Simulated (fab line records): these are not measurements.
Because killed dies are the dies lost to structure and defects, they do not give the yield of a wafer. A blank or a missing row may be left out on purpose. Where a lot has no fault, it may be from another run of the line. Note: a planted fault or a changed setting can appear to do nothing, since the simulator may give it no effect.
fab line records	flow nand_harc	part 1 of 2: steps 1 to 4 of 6
[record] lots = 20	wafers = 60	last_day = 33
route steps=1302 shown P_GATE@149 P_M1@299 P_M2@333
lots untouched by any fault: they come from a run of this same line in which no faults occurred
start_h: the number of hours between the record's first day and the start of the first shown wafer of the lot	wait_h: time in hours since the lot's previous step	" repeats the value in the row above	L1.1+2: several wafers, shown together as one row	- no value, or no start given	* or withheld: withheld	< > ~ a bound
route shown NAME@n: NAME is a module with steps in the file, n the number in the route of the first one	usual: average and standard deviation across the fault-free wafers	same: alike in all rows	chamber/n: place in a boat	sites: readings site by site	_std_site: the values' standard deviation	_edge_site: the outer-site mean with the inner-site mean subtracted	radius_mm: how far each site lies from the wafer's centre	mask NAME#n: copy n	behind: the last tool/chamber to shape the wafer	hold: what put the lot on hold/how long, in hours/how the hold closed	device: names the non-switching transistor (n, p or np)	end of line: tests run on the same wafers once the route is complete	a step with no rows: only its recipe	killed: dies lost to structure and defects at the first sort, not the wafer's yield	map: dies across one wafer; x = killed, . = not, _ = none there
set.NAME: the setting that was run; set.NAME@STEP: the one run at that earlier step	model.NAME: the simulator's own value behind a step, which no gauge read
one table for each step of the route and one row for each wafer, over a sample of lots
services: the hour from which a tool's chamber was out of use, counted from the record's first day as start_h (under 0 if before that day), plus the number of hours and why
[[steps]]
[step NHARC_P_GATE_ETCH_32]
[recipe] target_depth_a = 1500	over_etch_frac = 1	over_etch_ion_energy_ev = 40	time_s = 100.1	hbr_flow_sccm = 150	cl2_flow_sccm = 50	rf_w = 400	icp_w = 400	bias_w = 100	chemistry = HBr/Cl2
[usual] bias_w = 100.03/0.29	drypump_motor_current_A = 5.9/0.37	oes_product_au = 1.001/0.0064	throttle_valve_pct = 26.406/0.0093
[same] over_etch_frac = 1
lot.wafer	tool	chamber	start_h	wait_h	bias_w	drypump_motor_current_A	oes_product_au	rf_hours_counter_h	throttle_valve_pct
L074.2	rie_si-01	0	101.95	-	100.19	6.0	1.013	0.5	26.404
L074.1	"	1	"	"	99.96	6.0	0.999	0.5	26.414
L074.6	"	0	"	"	100.29	6.0	1.005	-	26.392
L075.1	rie_si-01	1	106.54	-	99.94	6.0	0.998	0.6	26.396
L075.3	"	0	"	"	99.70	6.0	0.997	0.6	26.393
L075.6	"	1	"	"	100.58	6.0	0.994	-	26.408
L076.3	rie_si-01	3	113.55	-	99.97	5.3	0.997	0.7	26.412
L076.2	"	0	"	"	99.99	6.0	0.997	0.7	26.399
L076.4	"	1	"	"	99.89	6.0	0.997	0.7	26.403
L077.1	rie_si-01	1	126.44	-	99.47	6.0	1.001	0.8	26.385
L077.6	"	1	"	"	99.98	6.0	1.000	-	26.417
L077.5	"	2	"	"	99.71	6.3	1.000	-	26.399
L078.4	rie_si-01	2	144.88	-	100.46	6.2	1.015	1.0	26.396
L078.5	"	2	"	"	100.12	6.2	1.002	-	26.408
L078.6	"	3	"	"	99.96	5.3	1.001	-	26.400
L079.2	rie_si-03	3	147.67	-	99.55	5.7	0.997	0.5	26.396
L079.5	"	1	"	"	100.21	6.3	1.000	-	26.403
L079.6	"	2	"	"	100.24	5.6	1.006	-	26.420
L080.4	rie_si-03	0	159.50	-	99.89	5.6	1.001	0.6	26.402
L080.1	"	1	"	"	99.78	6.3	0.982	0.6	26.393
L080.6	"	0	"	"	99.80	5.6	1.000	-	26.401
L082.2	rie_si-03	3	182.36	-	99.80	5.7	0.996	0.7	26.396
L082.4	"	1	"	"	100.58	6.2	0.998	0.8	26.391
L082.1	"	2	"	"	100.15	5.7	0.993	0.7	26.393
L083.1	rie_si-01	1	182.61	-	100.21	6.0	0.997	1.1	26.420
L083.5	"	1	"	"	100.03	6.0	0.994	-	26.386
L083.6	"	2	"	"	99.53	6.3	1.008	-	26.400
L084.2	rie_si-06	2	202.90	-	99.82	5.4	1.000	0.6	26.411
L084.3	"	0	"	"	100.30	6.4	1.001	0.6	26.407
L084.5	"	2	"	"	99.87	5.4	1.009	-	26.389
L085.4	rie_si-03	0	214.89	-	100.32	5.7	1.002	1.0	26.375
L085.2	"	1	"	"	100.37	6.3	0.998	1.0	26.400
L085.5	"	3	"	"	99.69	5.8	1.013	-	26.395
L086.3	rie_si-01	3	217.03	-	100.37	5.3	1.008	0.1	26.420
L086.1	"	0	"	"	100.60	6.0	1.002	0.1	26.392
L086.2	"	2	"	"	100.17	6.2	1.003	0.0	26.419
L087.4	rie_si-01	1	227.27	-	100.06	6.0	0.990	0.1	26.397
L087.5	"	2	"	"	99.82	6.2	1.003	-	26.405
L087.6	"	3	"	"	100.25	5.3	0.999	-	26.424
L090.3	rie_si-01	0	265.91	-	100.43	6.0	1.004	0.4	26.402
L090.1	"	2	"	"	100.31	6.2	0.999	0.3	26.407
L090.5	"	0	"	"	100.33	6.0	0.995	-	26.409
L091.2	rie_si-03	3	268.32	-	100.33	5.8	0.994	0.2	26.408
L091.1	"	1	"	"	100.58	6.3	0.999	0.2	26.415
L091.5	"	2	"	"	100.14	5.6	0.985	-	26.400
L092.2	rie_si-06	0	284.41	-	99.75	6.4	0.997	0.1	26.402
L092.1	"	2	"	"	100.19	5.4	1.005	0.1	26.413
L092.4	"	3	"	"	99.30	6.1	0.993	0.1	26.400
L093.1	rie_si-06	3	294.62	-	99.72	6.1	1.002	0.2	26.400
L093.5	"	3	"	"	99.44	6.1	0.996	-	26.406
L093.6	"	0	"	"	99.79	6.5	1.006	-	26.423
L095.2	rie_si-01	2	305.18	-	99.93	6.3	0.991	0.6	26.411
L095.1	"	1	"	"	99.89	6.1	1.011	0.6	26.415
L095.5	"	3	"	"	100.61	5.3	1.000	-	26.394
L096.3	rie_si-01	3	315.73	-	100.25	5.3	1.009	0.8	26.404
L096.1	"	0	"	"	100.00	6.0	0.993	0.7	26.403
L096.6	"	0	"	"	99.87	6.0	1.000	-	26.404
L097.2	rie_si-06	3	329.97	-	99.59	6.0	1.001	0.4	26.403
L097.1	"	0	"	"	99.64	6.4	1.005	0.5	26.402
L097.4	"	2	"	"	99.83	5.4	1.011	0.5	26.411
[step NHARC_P_GATE_STRIP_108]
[recipe] o2_flow_sccm = 500	ar_flow_sccm = 0	bias_w = 0	chemistry = O2
[usual] drypump_motor_current_A = 5.6/0.36	oes_product_au = 0.998/0.0082	rf_vpp_V = 57.7/0.87	showerhead_plenum_p_Torr = 3.50/0.14	throttle_valve_pct = 17.038/0.0092
[same] bias_w = 0
lot.wafer	tool	chamber	start_h	wait_h	drypump_motor_current_A	oes_product_au	rf_hours_counter_h	rf_vpp_V	showerhead_plenum_p_Torr	throttle_valve_pct
L074.1	rie_diel-07	1	102.11	-	5.4	0.992	9	57.1	3.38	17.030
L074.2	"	2	"	"	5.1	0.998	8	58.8	3.67	17.045
L074.6	"	1	"	"	5.4	1.000	-	57.2	3.37	17.044
L075.3	rie_diel-07	3	106.69	-	5.1	0.997	10	59.6	3.66	17.036
L075.1	"	1	"	"	5.4	1.002	9	57.1	3.37	17.023
L075.6	"	0	"	"	5.6	0.997	-	59.1	3.63	17.040
L076.3	rie_diel-04	1	113.72	-	5.8	0.987	5	57.6	3.66	17.047
L076.2	"	2	"	"	5.4	0.999	5	58.7	3.55	17.033
L076.4	"	3	"	"	5.5	0.995	6	58.8	3.63	17.034
L077.1	rie_diel-07	2	126.59	-	5.1	0.979	0	58.6	3.67	17.038
L077.6	"	2	"	"	5.1	0.984	-	58.5	3.67	17.056
L077.5	"	1	"	"	5.4	0.982	-	56.1	3.37	17.035
L078.4	rie_diel-04	1	145.20	-	5.8	0.996	7	57.6	3.66	17.030
L078.5	"	2	"	"	5.4	0.981	-	58.8	3.55	17.035
L078.6	"	3	"	"	5.5	0.996	-	58.3	3.63	17.039
L079.2	rie_diel-07	3	147.82	-	5.1	1.000	2	59.1	3.66	17.033
L079.5	"	2	"	"	5.1	0.987	-	58.0	3.67	17.030
L079.6	"	3	"	"	5.1	0.994	-	59.4	3.66	17.021
L080.1	rie_diel-07	0	159.69	-	5.6	0.990	3	57.5	3.62	17.032
L080.4	"	1	"	"	5.4	0.984	3	56.9	3.37	17.053
L080.6	"	2	"	"	5.1	0.989	-	57.1	3.67	17.037
L082.2	rie_diel-07	1	182.52	-	5.4	0.996	4	56.8	3.37	17.027
L082.1	"	2	"	"	5.1	0.982	4	58.2	3.67	17.038
L082.4	"	0	"	"	5.6	0.985	4	58.6	3.62	17.048
L083.1	rie_diel-09	2	182.82	-	5.9	1.004	1	56.6	3.33	17.046
L083.6	"	3	"	"	6.3	0.985	-	58.3	3.36	17.033
L083.5	"	0	"	"	5.6	0.992	-	57.8	3.31	17.034
L084.3	rie_diel-04	0	203.06	-	5.8	1.003	1	56.6	3.50	17.027
L084.2	"	1	"	"	5.9	0.996	1	58.4	3.66	17.060
L084.5	"	0	"	"	5.8	0.998	-	57.8	3.50	17.017
L085.4	rie_diel-09	3	215.04	-	6.4	1.007	3	56.9	3.36	17.045
L085.2	"	0	"	"	5.6	1.004	3	57.9	3.31	17.052
L085.5	"	0	"	"	5.6	1.001	-	57.7	3.31	17.027
L086.1	rie_diel-09	0	217.19	-	5.7	0.993	3	56.9	3.31	17.039
L086.3	"	2	"	"	5.9	1.025	3	57.0	3.33	17.041
L086.2	"	3	"	"	6.4	1.006	3	55.8	3.36	17.048
L087.4	rie_diel-04	3	227.38	-	5.5	0.996	3	57.9	3.63	17.039
L087.5	"	3	"	"	5.5	0.998	-	58.2	3.63	17.040
L087.6	"	0	"	"	5.8	0.990	-	57.8	3.50	17.039
L090.3	rie_diel-04	0	266.07	-	5.8	0.999	5	57.4	3.50	17.021
L090.1	"	1	"	"	5.8	0.989	5	58.3	3.65	17.030
L090.5	"	3	"	"	5.5	0.996	-	57.7	3.63	17.040
L091.1	rie_diel-07	3	268.47	-	5.1	0.986	8	59.6	3.65	17.016
L091.2	"	1	"	"	5.4	0.991	9	56.2	3.37	17.042
L091.5	"	0	"	"	5.6	0.993	-	58.2	3.62	17.038
L092.1	rie_diel-04	1	284.57	-	5.9	1.001	6	57.0	3.65	17.045
L092.2	"	2	"	"	5.4	0.998	5	57.9	3.55	17.040
L092.4	"	3	"	"	5.5	1.005	6	59.0	3.63	17.042
L093.1	rie_diel-09	2	294.83	-	5.9	1.015	6	57.2	3.33	17.050
L093.5	"	3	"	"	6.4	0.992	-	59.3	3.36	17.029
L093.6	"	0	"	"	5.6	0.998	-	55.7	3.31	17.036
L095.2	rie_diel-09	3	305.35	-	6.4	0.996	9	56.8	3.36	17.043
L095.1	"	2	"	"	5.9	1.004	7	57.7	3.33	17.039
L095.5	"	2	"	"	5.9	1.002	-	56.4	3.33	17.024
L096.3	rie_diel-04	2	315.90	-	5.4	1.006	7	57.7	3.55	17.025
L096.1	"	3	"	"	5.5	1.003	8	57.9	3.63	17.033
L096.6	"	2	"	"	5.4	1.001	-	58.0	3.55	17.060
L097.2	rie_diel-07	1	330.13	-	5.4	0.999	0	57.2	3.37	17.046
L097.1	"	2	"	"	5.1	0.999	1	57.8	3.67	17.044
L097.4	"	3	"	"	5.1	1.002	1	58.5	3.65	17.050
[step NHARC_P_GATE_DESCUM_61]
[recipe] time_s = 3	o2_flow_sccm = 200	ar_flow_sccm = 0	bias_power_w = 0	chemistry = O2
[usual] drypump_motor_current_A = 5.6/0.32	oes_product_au = 0.997/0.0086	rf_vpp_V = 57.8/0.83	showerhead_plenum_p_Torr = 1.90/0.076	throttle_valve_pct = 11.311/0.0093
lot.wafer	tool	chamber	start_h	wait_h	drypump_motor_current_A	oes_product_au	rf_hours_counter_h	rf_vpp_V	showerhead_plenum_p_Torr	throttle_valve_pct
L074.2	rie_diel-07	3	115.14	-	5.1	0.991	9.7	59.8	1.99	11.317
L074.1	"	0	"	"	5.6	0.991	10.3	59.4	1.97	11.309
L074.6	"	2	"	"	5.1	1.006	-	55.8	2.00	11.319
L075.1	rie_diel-09	1	119.67	-	5.8	0.990	6.7	58.2	1.84	11.314
L075.3	"	2	"	"	5.9	0.993	8.7	57.9	1.80	11.292
L075.6	"	0	"	"	5.6	0.978	-	57.6	1.79	11.311
L076.4	rie_diel-09	2	129.00	-	5.9	1.001	9.4	57.0	1.80	11.323
L076.3	"	3	"	"	6.3	0.988	9.4	58.3	1.82	11.319
L076.2	"	0	"	"	5.6	0.986	9.3	56.4	1.79	11.315
L077.1	rie_diel-07	3	139.71	-	5.1	0.997	0.2	58.1	1.99	11.308
L077.5	"	3	"	"	5.1	0.990	-	59.3	1.99	11.315
L077.6	"	0	"	"	5.6	0.986	-	56.7	1.97	11.304
L078.4	rie_diel-07	1	158.21	-	5.4	0.988	2.5	57.9	1.82	11.307
L078.5	"	3	"	"	5.1	0.984	-	57.6	1.99	11.312
L078.6	"	0	"	"	5.6	0.986	-	57.8	1.97	11.317
L079.2	rie_diel-04	0	160.97	-	5.8	1.005	9.0	59.0	1.90	11.311
L079.6	"	1	"	"	5.8	0.995	-	57.5	1.99	11.309
L079.5	"	2	"	"	5.4	0.993	-	57.5	1.93	11.328
L080.4	rie_diel-04	3	172.58	-	5.5	0.996	8.6	56.9	1.97	11.309
L080.1	"	2	"	"	5.4	0.997	8.5	57.7	1.93	11.316
L080.6	"	3	"	"	5.5	0.987	-	58.8	1.97	11.327
L082.2	rie_diel-04	3	195.46	-	5.5	0.997	0.0	57.9	1.97	11.304
L082.4	"	0	"	"	5.8	1.004	0.0	57.9	1.90	11.308
L082.1	"	1	"	"	5.8	0.987	0.0	58.2	1.99	11.325
L083.1	rie_diel-07	0	195.92	-	5.6	0.990	4.7	58.0	1.97	11.315
L083.6	"	1	"	"	5.4	0.984	-	57.1	1.82	11.319
L083.5	"	2	"	"	5.1	0.974	-	59.1	2.00	11.299
L084.3	rie_diel-04	1	216.23	-	5.8	0.978	2.4	57.7	1.99	11.314
L084.2	"	2	"	"	5.4	0.996	1.6	56.8	1.93	11.308
L084.5	"	1	"	"	5.8	0.973	-	56.5	1.99	11.309
L085.2	rie_diel-09	1	228.02	-	5.9	0.995	3.5	58.0	1.84	11.297
L085.4	"	2	"	"	5.9	1.010	3.5	56.4	1.80	11.314
L085.5	"	3	"	"	6.4	0.996	-	59.2	1.82	11.302
L086.2	rie_diel-07	0	230.08	-	5.6	1.000	7.8	58.0	1.97	11.320
L086.1	"	1	"	"	5.4	0.993	7.0	57.0	1.82	11.311
L086.3	"	3	"	"	5.1	1.003	7.1	57.6	1.99	11.326
L087.4	rie_diel-09	1	240.56	-	5.9	1.006	3.6	58.2	1.84	11.319
L087.6	"	2	"	"	5.9	1.004	-	57.0	1.80	11.298
L087.5	"	3	"	"	6.4	0.986	-	57.7	1.82	11.325
L090.3	rie_diel-07	0	279.64	-	5.7	1.005	9.7	56.5	1.97	11.302
L090.1	"	2	"	"	5.1	0.985	8.1	58.2	1.99	11.325
L090.5	"	1	"	"	5.4	0.997	-	58.3	1.82	11.311
L091.1	rie_diel-09	0	281.53	-	5.6	0.990	7.1	57.7	1.79	11.306
L091.2	"	3	"	"	6.3	0.998	6.3	58.4	1.82	11.316
L091.5	"	3	"	"	6.3	0.997	-	57.3	1.82	11.297
L092.4	rie_diel-04	2	299.66	-	5.5	0.994	6.0	58.2	1.92	11.308
L092.2	"	3	"	"	5.5	1.008	6.4	58.4	1.97	11.292
L092.1	"	0	"	"	5.7	1.015	7.5	56.9	1.90	11.309
L093.1	rie_diel-04	0	307.82	-	5.7	1.009	8.4	57.4	1.90	11.301
L093.6	"	3	"	"	5.5	1.008	-	59.3	1.97	11.313
L093.5	"	0	"	"	5.8	1.016	-	58.8	1.90	11.305
L095.2	rie_diel-04	2	318.43	-	5.4	1.000	7.2	57.0	1.92	11.306
L095.1	"	3	"	"	5.5	1.007	8.0	58.0	1.97	11.316
L095.5	"	2	"	"	5.5	0.998	-	57.8	1.92	11.317
L096.1	rie_diel-04	0	329.00	-	5.8	1.006	9.2	58.4	1.90	11.300
L096.3	"	3	"	"	5.5	0.992	8.2	58.1	1.97	11.306
L096.6	"	1	"	"	5.8	0.994	-	57.8	1.99	11.318
L097.2	rie_diel-09	1	343.20	-	5.8	0.988	0.8	57.1	1.83	11.320
L097.4	"	2	"	"	5.9	0.998	0.7	58.3	1.80	11.302
L097.1	"	3	"	"	6.3	1.007	1.1	57.2	1.82	11.329
[step NHARC_P_M1_ETCH_35]
[recipe] target_depth_a = 400	overetch_a = 120	time_s = 43.94	ion_energy_ev = 200	n2_flow_sccm = 150	h2_flow_sccm = 150	ar_flow_sccm = 0	rf_w = 400	bias_w = 150	chemistry = N2/H2
[usual] bias_w = 150.0/0.46	drypump_motor_current_A = 5.6/0.58	oes_product_au = 1.001/0.0078	rf_vpp_V = 429.5/2.1	showerhead_plenum_p_Torr = 2.00/0.066	throttle_valve_pct = 14.171/0.0098
lot.wafer	tool	chamber	start_h	wait_h	bias_w	drypump_motor_current_A	oes_product_au	rf_hours_counter_h	rf_vpp_V	showerhead_plenum_p_Torr	throttle_valve_pct
L074.1	rie_diel-13	3	129.77	0.1	149.7	4.9	1.006	10	428.7	1.93	14.154
L074.2	"	0	"	"	150.5	6.5	0.997	9	427.2	1.95	14.170
L074.6	"	1	"	"	149.8	5.2	1.010	-	431.3	2.06	14.171
L075.1	rie_diel-13	2	134.58	0.1	149.4	5.6	1.014	10	427.3	1.98	14.170
L075.3	"	3	"	"	150.1	5.0	1.010	10	426.7	1.93	14.155
L075.6	"	2	"	"	149.9	5.7	1.014	-	428.6	1.98	14.165
L076.3	rie_diel-12	2	143.70	0.1	150.2	5.7	1.014	4	428.8	1.99	14.172
L076.2	"	0	"	"	149.8	6.5	0.997	3	432.2	2.12	14.164
L076.4	"	1	"	"	149.2	5.1	0.999	4	430.2	2.02	14.176
L077.1	rie_diel-13	2	154.33	0.1	149.9	5.6	1.012	11	428.1	1.98	14.173
L077.5	"	3	"	"	149.9	4.9	1.015	-	427.3	1.93	14.183
L077.6	"	0	"	"	150.4	6.5	1.003	-	428.5	1.95	14.164
L078.4	rie_diel-12	0	172.49	0.1	149.3	6.5	0.984	5	433.1	2.12	14.171
L078.5	"	0	"	"	149.4	6.5	0.985	-	433.3	2.12	14.175
L078.6	"	1	"	"	150.5	5.1	0.991	-	429.2	2.02	14.179
L079.2	rie_diel-12	3	175.62	0.1	149.9	6.0	0.990	5	427.8	1.98	14.169
L079.6	"	2	"	"	149.6	5.7	0.992	-	429.1	1.99	14.174
L079.5	"	3	"	"	149.9	6.1	0.983	-	430.5	1.98	14.175
L080.1	rie_diel-13	2	187.68	0.1	150.1	5.7	1.011	0	429.5	1.98	14.153
L080.4	"	3	"	"	150.2	4.9	0.998	0	426.2	1.92	14.179
L080.6	"	1	"	"	150.0	5.2	1.004	-	431.5	2.05	14.161
L082.1	rie_diel-13	0	210.89	0.1	149.2	6.5	1.002	2	427.2	1.95	14.143
L082.2	"	2	"	"	149.5	5.7	1.009	1	429.9	1.98	14.168
L082.4	"	3	"	"	148.7	5.0	1.002	2	427.0	1.92	14.171
L083.1	rie_diel-05	1	211.05	0.1	150.1	6.1	0.996	47	427.9	1.94	14.175
L083.6	"	1	"	"	150.0	6.0	1.001	-	427.9	1.94	14.183
L083.5	"	2	"	"	149.3	4.9	0.995	-	435.0	2.18	14.154
L084.2	rie_diel-13	1	231.02	0.1	150.8	5.2	1.007	3	430.7	2.05	14.166
L084.3	"	3	"	"	149.5	4.9	1.008	4	426.0	1.92	14.163
L084.5	"	1	"	"	151.0	5.2	1.002	-	432.1	2.05	14.189
L085.4	rie_diel-13	3	243.08	0.1	149.6	4.9	0.999	4	427.3	1.92	14.177
L085.2	"	2	"	"	150.4	5.7	1.009	3	429.3	1.98	14.183
L085.5	"	0	"	"	149.8	6.5	1.006	-	426.4	1.95	14.184
L086.1	rie_diel-13	2	245.48	0.1	149.1	5.7	1.008	3	428.8	1.98	14.171
L086.2	"	0	"	"	149.8	6.5	1.017	4	429.6	1.95	14.168
L086.3	"	1	"	"	150.0	5.2	0.992	4	431.9	2.05	14.177
L087.4	rie_diel-12	1	255.77	0.1	150.5	5.1	1.002	13	429.3	2.02	14.179
L087.6	"	1	"	"	149.6	5.1	0.994	-	430.5	2.02	14.161
L087.5	"	2	"	"	150.0	5.7	0.993	-	429.4	1.99	14.161
L090.1	rie_diel-13	3	294.71	0.1	151.0	5.0	1.004	8	426.4	1.92	14.151
L090.3	"	2	"	"	150.1	5.7	1.007	7	429.8	1.98	14.168
L090.5	"	0	"	"	150.0	6.5	0.986	-	428.3	1.95	14.193
L091.2	rie_diel-13	1	297.26	0.1	150.0	5.2	1.009	7	431.6	2.05	14.167
L091.1	"	2	"	"	150.6	5.7	0.997	7	427.9	1.98	14.181
L091.5	"	1	"	"	150.5	5.2	1.002	-	431.0	2.05	14.169
L092.4	rie_diel-13	1	314.13	0.1	149.7	5.2	0.997	8	431.1	2.05	14.176
L092.2	"	3	"	"	149.8	5.0	0.997	8	426.7	1.92	14.164
L092.1	"	0	"	"	149.8	6.5	1.002	8	428.6	1.95	14.168
L093.1	rie_diel-13	2	322.75	0.1	150.6	5.7	0.994	7	428.8	1.98	14.174
L093.5	"	1	"	"	149.3	5.2	0.998	-	430.0	2.05	14.152
L093.6	"	2	"	"	150.3	5.7	1.002	-	428.5	1.98	14.166
L095.2	rie_diel-12	2	333.08	0.1	149.9	5.7	0.994	5	428.8	1.99	14.174
L095.1	"	3	"	"	150.3	6.0	1.001	6	428.8	1.97	14.178
L095.5	"	1	"	"	150.2	5.1	0.996	-	430.9	2.01	14.162
L096.3	rie_diel-12	2	343.71	0.1	149.6	5.7	0.994	6	428.9	1.99	14.183
L096.1	"	3	"	"	150.9	6.1	1.000	6	428.5	1.97	14.156
L096.6	"	2	"	"	149.5	5.7	0.985	-	429.6	1.99	14.161
L097.2	rie_diel-12	0	357.95	0.1	150.1	6.5	0.988	8	433.3	2.12	14.197
L097.1	"	2	"	"	149.5	5.7	1.001	8	429.6	1.99	14.178
L097.4	"	3	"	"	149.8	6.0	0.997	8	428.9	1.97	14.173
